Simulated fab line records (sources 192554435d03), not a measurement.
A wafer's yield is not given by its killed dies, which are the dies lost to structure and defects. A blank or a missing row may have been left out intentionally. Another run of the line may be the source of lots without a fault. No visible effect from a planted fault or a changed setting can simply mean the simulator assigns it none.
Problem report in the 8D (eight disciplines) form, filled by code -- flow n5_finfet -- the parts of the form that need people (team, actions taken, sign-off) are left out

== 1. WHAT IS WRONG ==
Wafers without a fault read 35.47, standard deviation 0.042; exposure_dose_mJ_cm2 at N5_BEOL_M15_EXPOSE_25 reads a mean of 34.82 on 6 wafers belonging to 2 lots. Measured from the usual mean, that is -15 standard deviations.
The step: exposes mask M15, target cd 400 nm.
The first sign was on wafer L584.2 at day 14 03:29, on krf_scanner-01. The record has a number at this step for 28 wafers belonging to 10 lots. By rule, "out" or "out of limits" means more than 4 standard deviations away from the usual mean. The other wafers with a number count as sound.

== 2. WHAT IT IS, WHAT IT ISN'T ==
question,is,is not
which readings at this step,exposure_dose_mJ_cm2,focus_offset_nm
which lots,"L584, L587","L577, L579, L583, L588, L590, L592, L596, L598"
which wafers of those lots,all that have a number,-
read on which tools,krf_scanner-01,krf_scanner-02
when,from day 14 03:29,"up to then (8 sound wafers); but 14 sound wafers of L588, L590, L592, L596, L598 came after"

== 3. THE SUSPECTS, EACH WITH WHAT RULES IT OUT ==
Counting: any tool at a process step up to the reading is kept as a suspect provided that every lot that is out went through it and no sound lot did after the first of them.
- krf_scanner-01 at N5_BEOL_M15_EXPOSE_25 (exposes mask M15, target cd 400 nm): kept. It ran every lot that is out, first L584 (day 14 03:29), and no sound lot after that; its last sound lot up to then is L583 (day 13 17:53). On those wafers its own readings are out: exposure_dose_mJ_cm2.
Left after counting: krf_scanner-01 at N5_BEOL_M15_EXPOSE_25.

== 4. THE CAUSE (what the simulator had put in) ==
Process parameters drifting: krf_scanner-01 at N5_BEOL_M15_EXPOSE_25, beginning at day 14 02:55. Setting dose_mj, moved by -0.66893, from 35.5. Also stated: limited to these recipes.
Counting left only this tool.

== 5. SEQUENCE OF EFFECTS, ordered by route ==
Rows list readings where the struck wafers' mean (over those with a number) sits beyond 3 standard deviations from the usual. Only readings whose record carries a usual standard deviation are examined. hours: median over the lots of the time between each lot's start at the first step of this table that gives one and its start at this step. sigmas: the change, counted in usual standard deviations.
hours,step,reading,usual,on struck wafers,change,sigmas
0,N5_BEOL_M15_EXPOSE_25,exposure_dose_mJ_cm2,35.47,34.82,-0.65,-15
Its process steps:
- N5_BEOL_M15_EXPOSE_25: exposes mask M15, target cd 400 nm.

== 6. HOW IT WOULD HAVE BEEN CAUGHT EARLIER ==
In this record the first reading out of limits was taken at day 14 03:29, 1 hour after the fault began at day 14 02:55.
